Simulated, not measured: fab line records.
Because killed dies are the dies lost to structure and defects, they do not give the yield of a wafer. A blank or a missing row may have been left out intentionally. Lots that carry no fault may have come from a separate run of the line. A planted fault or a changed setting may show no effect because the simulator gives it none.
What tool caused it? ; flow n5-finfet ; 30 wafers from 12 lots sampled at 5 of the route's 1938 steps

## WHAT THE GAUGES READ, wafer by wafer
No reading from a measuring or inspecting step in the record can be judged against a usual standard deviation.

## WHICH TOOL RAN EACH LOT (tool, then ch and the chambers of the sampled wafers, then the start)
lot;N5_BEOL_M12_CMP_49;N5_BEOL_M12_DEP_53;N5_BEOL_M13_DESCUM_15;N5_BEOL_M13_EXPOSE_25;N5_PASSIVATION_PROBE_49
L990;cmp-03 ch 1,2,3, day 10 16:17;pecvd-02 ch 0,1,2, day 10 16:38;rie-diel-06 ch 0,1,3, day 10 17:19;krf-scanner-01 ch 0, day 10 18:07;prober-02, day 12 01:42
L991;cmp-03 ch 1,2,3, day 10 19:17;pecvd-01 ch 0,1, day 10 19:37;rie-diel-06 ch 1,2,3, day 10 20:42;krf-scanner-02 ch 0, day 10 21:31;-
L993;cmp-02 ch 0,3, day 11 08:08;pecvd-04 ch 1,2, day 11 08:22;rie-diel-03 ch 1,2, day 11 09:12;krf-scanner-01 ch 0, day 11 10:01;-
L992;cmp-04 ch 0,2, day 11 10:40;pecvd-04 ch 0,2, day 11 10:59;rie-diel-04 ch 1,2, day 11 11:46;krf-scanner-02 ch 0, day 11 12:36;-
L995;cmp-04 ch 0,1,3, day 11 11:17;pecvd-04 ch 0,1,2, day 11 11:39;rie-diel-03 ch 0,1,2, day 11 12:26;krf-scanner-01 ch 0, day 11 13:15;-
L996;cmp-04 ch 0,3, day 12 08:31;pecvd-02 ch 0,1, day 12 08:47;rie-diel-03 ch 2, day 12 09:28;krf-scanner-01 ch 0, day 12 10:16;-
L999;cmp-03 ch 0,3, day 12 14:56;pecvd-01 ch 0,2, day 12 15:18;rie-diel-04 ch 0,3, day 12 16:05;krf-scanner-01 ch 0, day 12 16:47;-
L997;cmp-02 ch 0,1, day 12 21:04;pecvd-01 ch 0,2, day 12 21:25;rie-diel-03 ch 1,2, day 12 22:13;krf-scanner-01 ch 0, day 12 23:03;-
L102;cmp-02 ch 0,2, day 14 10:02;pecvd-01 ch 1,2, day 14 10:22;rie-diel-06 ch 0,2,3, day 14 11:02;krf-scanner-01 ch 0, day 14 11:44;-
L103;cmp-02 ch 1, day 14 17:21;pecvd-02 ch 1, day 14 17:38;rie-diel-03 ch 1, day 14 18:18;krf-scanner-01 ch 0, day 14 19:12;prober-01, day 15 21:28
L111;cmp-04 ch 0,1,3, day 16 09:07;pecvd-02 ch 0,1,2, day 16 09:25;rie-diel-04 ch 0,2, day 16 10:26;krf-scanner-02 ch 0, day 16 11:14;-
L112;cmp-04 ch 1,2, day 17 05:59;pecvd-02 ch 1,2, day 17 06:21;rie-diel-03 ch 0,3, day 17 07:01;krf-scanner-02 ch 0, day 17 07:50;-
- N5_BEOL_M12_CMP_49: polishes, stops on SiOC, t overpolish 20.6 s, target thk 320 nm.
- N5_BEOL_M12_DEP_53: deposits SiCN from 3MS/NH3, target thk 30 nm, time 10.5 s.
- N5_BEOL_M13_DESCUM_15: chemistry O2, time 7.9 s.
- N5_BEOL_M13_EXPOSE_25: exposes mask M13, target cd 210 nm.
- N5_PASSIVATION_PROBE_49

## WHAT THE TOOLS THEMSELVES READ (means of the sampled wafers that have a number; where no wafer has one, the mark that the record gives instead)
N5_BEOL_M12_CMP_49. Usual: barrier-field-endpoint-s 30.2 s, standard deviation 0.89; motor-current-A 6.1 A, standard deviation 0.6; overpolish-run-s 20.602 s, standard deviation 0.0086.
lot;tool;barrier-field-endpoint-s (s);motor-current-A (A);overpolish-run-s (s);flag
L990;cmp-03;30.3;6.2;20.599;
L991;cmp-03;31.2;6.3;20.602;
L993;cmp-02;30.1;6.0;20.605;
L992;cmp-04;30.5;5.4;20.604;
L995;cmp-04;30.4;6.1;20.608;
L996;cmp-04;29.9;6.2;20.605;
L999;cmp-03;30.3;6.9;20.598;
L997;cmp-02;29.1;6.4;20.617;
L102;cmp-02;30.3;6.6;20.605;
L103;cmp-02;29.9;6.5;20.594;
L111;cmp-04;30.1;6.2;20.590;
L112;cmp-04;31.0;5.7;20.600;

N5_BEOL_M12_DEP_53. Usual: rf-fwd-power-W 666.5 W, standard deviation 2.4; showerhead-plenum-p-Torr 4.17 Torr, standard deviation 0.03; throttle-valve-pct 18.0 %, standard deviation 0.68.
lot;tool;rf-fwd-power-W (W);showerhead-plenum-p-Torr (Torr);throttle-valve-pct (%);flag
L990;pecvd-02;666.2;4.16;18.4;
L991;pecvd-01;667.4;4.16;17.6;
L993;pecvd-04;665.4;4.20;17.6;
L992;pecvd-04;667.9;4.22;17.9;
L995;pecvd-04;665.6;4.19;17.9;
L996;pecvd-02;662.0;4.20;18.9;
L999;pecvd-01;665.8;4.18;17.2;
L997;pecvd-01;665.2;4.17;17.3;
L102;pecvd-01;667.3;4.16;16.9;
L103;pecvd-02;665.3;4.20;19.0;
L111;pecvd-02;666.9;4.17;18.6;
L112;pecvd-02;666.5;4.17;18.8;

N5_BEOL_M13_DESCUM_15. Usual: drypump-motor-current-A 5.9 A, standard deviation 0.35; oes-product-au 0.81 a.u., standard deviation 0.089; rf-fwd-power-W 49.35 W, standard deviation 0.22; rf-vpp-V 242.9 V, standard deviation 1.7; showerhead-plenum-p-Torr 2.07 Torr, standard deviation 0.088; throttle-valve-pct 20.3 %, standard deviation 0.31.
lot;tool;drypump-motor-current-A (A);oes-product-au (a.u.);rf-fwd-power-W (W);rf-vpp-V (V);showerhead-plenum-p-Torr (Torr);throttle-valve-pct (%);flag
L990;rie-diel-06;5.9;0.77;49.64;241.2;2.01;20.5;
L991;rie-diel-06;6.0;0.86;49.46;242.8;2.06;20.4;
L993;rie-diel-03;6.0;0.82;49.34;241.3;2.03;20.5;
L992;rie-diel-04;6.1;0.79;49.10;244.1;2.16;20.4;
L995;rie-diel-03;6.0;0.83;49.39;243.0;2.06;20.5;
L996;rie-diel-03;6.5;0.92;49.36;241.4;2.07;20.1;
L999;rie-diel-04;5.5;0.74;49.33;241.2;1.96;20.1;
L997;rie-diel-03;6.0;0.81;49.14;242.0;2.03;20.5;
L102;rie-diel-06;5.8;0.84;49.42;244.0;2.12;20.2;
L103;rie-diel-03;5.6;0.69;48.73;242.1;1.98;20.8;
L111;rie-diel-04;5.6;0.77;49.44;242.5;2.01;20.2;
L112;rie-diel-03;5.8;0.81;49.28;243.9;2.14;20.4;

N5_BEOL_M13_EXPOSE_25. Usual: exposure-dose-mJ-cm2 21.983, standard deviation 0.021; reticle-temp-C 22.99 C, standard deviation 0.11.
lot;tool;exposure-dose-mJ-cm2;reticle-temp-C (C);flag
L990;krf-scanner-01;22.010;22.97;
L991;krf-scanner-02;21.997;23.01;
L993;krf-scanner-01;21.969;22.98;
L992;krf-scanner-02;22.000;22.98;
L995;krf-scanner-01;21.981;22.95;
L996;krf-scanner-01;21.982;22.88;
L999;krf-scanner-01;21.972;22.87;
L997;krf-scanner-01;21.968;22.95;
L102;krf-scanner-01;21.795;23.01;OFF
L103;krf-scanner-01;21.879;22.89;OFF
L111;krf-scanner-02;21.972;22.96;
L112;krf-scanner-02;22.007;22.90;

N5_PASSIVATION_PROBE_49. Usual: defect-limited-yield 90.9 %, standard deviation 1.6; killed_at_M0_to_M3 34, standard deviation 10; killed_at_M4_up 13, standard deviation 5.4; killed-at-contacts 13, standard deviation 6; killed-at-front-end 42, standard deviation 13; killed-at-other 4, standard deviation 3.2; killed-dies 107, standard deviation 18; killed-open 69, standard deviation 14; killed-short 35, standard deviation 7.7; sort_bin_5_function 5.3 %, standard deviation 1; sort_bin_6_memory 3.3 %, standard deviation 0.75; sort-n-pass 1073, standard deviation 19; sort-yield-pct 90.9 %, standard deviation 1.6.
lot;tool;defect-limited-yield (%);killed_at_M0_to_M3;killed_at_M4_up;killed-at-contacts;killed-at-front-end;killed-at-other;killed-dies;killed-open;killed-short;sort_bin_5_function (%);sort_bin_6_memory (%);sort-n-pass;sort-yield-pct (%);flag
L990;prober-02;91.8;26;18;17;35;1;97;61;33;4.8;3.0;1083;91.8;
L103;prober-01;89.2;39;10;23;49;6;127;88;31;6.0;4.2;1053;89.2;

## THE ANSWER, worked out from the rows above alone
Rule: a lot counts as off when the mean over its wafers that have a number is more than 3 standard deviations away from the usual mean. Also off: a lot with no number at a reading for which 4 or more lots have one. The other lots that the step has rows for count as sound. After the gauges, taken in route order, come the tools' own readings; for these a lot's mean is taken, as printed above. The first step at which some lot is off is used, and at that step the reading that is off furthest; a lot without a number counts as furthest.
Off: L102, L103, at N5_BEOL_M13_EXPOSE_25 (exposure-dose-mJ-cm2).
If a tool, at that step or one of the process steps before it, ran each lot that is off and ran no sound lot following the first of them, it fits. Undecided on this evidence; 2 tools fit (cmp-02 at N5_BEOL_M12_CMP_49, krf-scanner-01 at N5_BEOL_M13_EXPOSE_25).

## WHAT WAS PUT IN BY THE SIMULATOR
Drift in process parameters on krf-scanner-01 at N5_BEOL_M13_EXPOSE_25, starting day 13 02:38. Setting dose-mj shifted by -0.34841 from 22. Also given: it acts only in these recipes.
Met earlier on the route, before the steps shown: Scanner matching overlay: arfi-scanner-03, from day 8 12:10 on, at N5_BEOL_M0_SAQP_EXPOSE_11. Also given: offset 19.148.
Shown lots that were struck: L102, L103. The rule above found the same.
